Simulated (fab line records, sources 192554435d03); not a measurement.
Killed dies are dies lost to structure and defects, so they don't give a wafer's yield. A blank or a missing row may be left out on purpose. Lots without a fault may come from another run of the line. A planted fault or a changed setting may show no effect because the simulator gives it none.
Split-lot experiment | flow n5_finfet | 7 lots, 21 wafers read, on a route of 1938 steps

THE SPLIT
At N5_BEOL_M0_SAQP_EXPOSE_11 (exposes mask M0 CORE, target cd 42 nm), the setting dose_mj was moved away from the recipe's 55 on 8 of the 21 wafers read, by -6.1% to +6.2%. The other wafers ran this setting at the recipe's value.

FROM THE SPLIT TO THE READING: what the file shows between them, 2 steps
- N5_BEOL_M0_SAQP_PEB_12: peb time 60 s
- N5_BEOL_M0_SAQP_DEVELOP_13: develop time 30 s

THE READING
cd_nm, in nm, at N5_BEOL_M0_SAQP_CD_MEAS_14 (target cd 42.5 nm). Fault-free wafers of this fab line usually give 42.5 nm, standard deviation 0.31 nm.

wafer  | tool, chamber at the split | dose_mj as run | against the recipe | cd_nm, nm | against lot-mates on the recipe
L077.1 | arfi_scanner-03, 0         | 55             | recipe             | 42.3      | -
L077.3 | arfi_scanner-03, 0         | 51.62          | -6.1%              | 44.7      | +2.4
L077.5 | arfi_scanner-03, 0         | 51.62          | -6.1%              | 44.8      | +2.5
L082.1 | arfi_scanner-02, 0         | 56.98          | +3.6%              | 40.7      | -1.4
L082.3 | arfi_scanner-02, 0         | 55             | recipe             | 42.3      | -
L082.5 | arfi_scanner-02, 0         | 55             | recipe             | 42.0      | -
L087.2 | arfi_scanner-01, 0         | 58.32          | +6.0%              | 41.1      | -1.3
L087.3 | arfi_scanner-01, 0         | 55             | recipe             | 42.2      | -
L087.5 | arfi_scanner-01, 0         | 55             | recipe             | 42.6      | -
L092.3 | arfi_scanner-01, 0         | 55             | recipe             | 42.2      | -
L092.4 | arfi_scanner-01, 0         | 55             | recipe             | 42.3      | -
L092.6 | arfi_scanner-01, 0         | 55             | recipe             | 42.8      | -
L094.1 | arfi_scanner-02, 0         | 55             | recipe             | 43.1      | -
L094.3 | arfi_scanner-02, 0         | 55             | recipe             | 42.5      | -
L094.4 | arfi_scanner-02, 0         | 55             | recipe             | 42.5      | -
L095.1 | arfi_scanner-01, 0         | 58.42          | +6.2%              | 40.8      | -1.8
L095.2 | arfi_scanner-01, 0         | 55             | recipe             | 42.7      | -
L095.3 | arfi_scanner-01, 0         | 55             | recipe             | 42.4      | -
L097.3 | arfi_scanner-01, 0         | 58.04          | +5.5%              | 40.9      | no lot-mate on the recipe
L097.4 | arfi_scanner-01, 0         | 58.04          | +5.5%              | 40.6      | no lot-mate on the recipe
L097.6 | arfi_scanner-01, 0         | 58.04          | +5.5%              | 40.8      | no lot-mate on the recipe

THE FIT
A straight line over all 21 wafers: cd_nm changes by -0.322 nm for each +1% of dose_mj; r = -0.96; the points scatter about the line by 0.33 nm.
The same after taking each lot's own level away (the mean of its wafers on the recipe; 18 wafers): -0.332 nm for each +1%; r = -0.96; scatter 0.3 nm.
On that fit, the largest move of dose_mj shifts the reading by 2.1 nm.
The lots' own levels span 42.15 to 42.70 nm, that is 1.8 times the standard deviation above.
So the lot-to-lot level changes the slope little: the two slopes agree.
Check: with one of the wafers moved furthest among these (+6.2%) left out of the fit, the line predicts -2.07 nm for it against its lot-mates. It came out at -1.75 nm against them.

OTHER SPLITS ON THESE WAFERS
These wafers also went through other splits before the reading. Each is held against what the fit with the lots' levels taken away leaves over:
other split on the same wafers       | wafers away from the commonest value | r with cd_nm (lot level and that fit taken away)
N5_MOL_CONTACT_COAG_COAT_76 spin_rpm | 10                                   | +0.21

THE FILE'S OWN FIT
cd_nm changes by -0.317 nm for each +1% of dose_mj, r = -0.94.
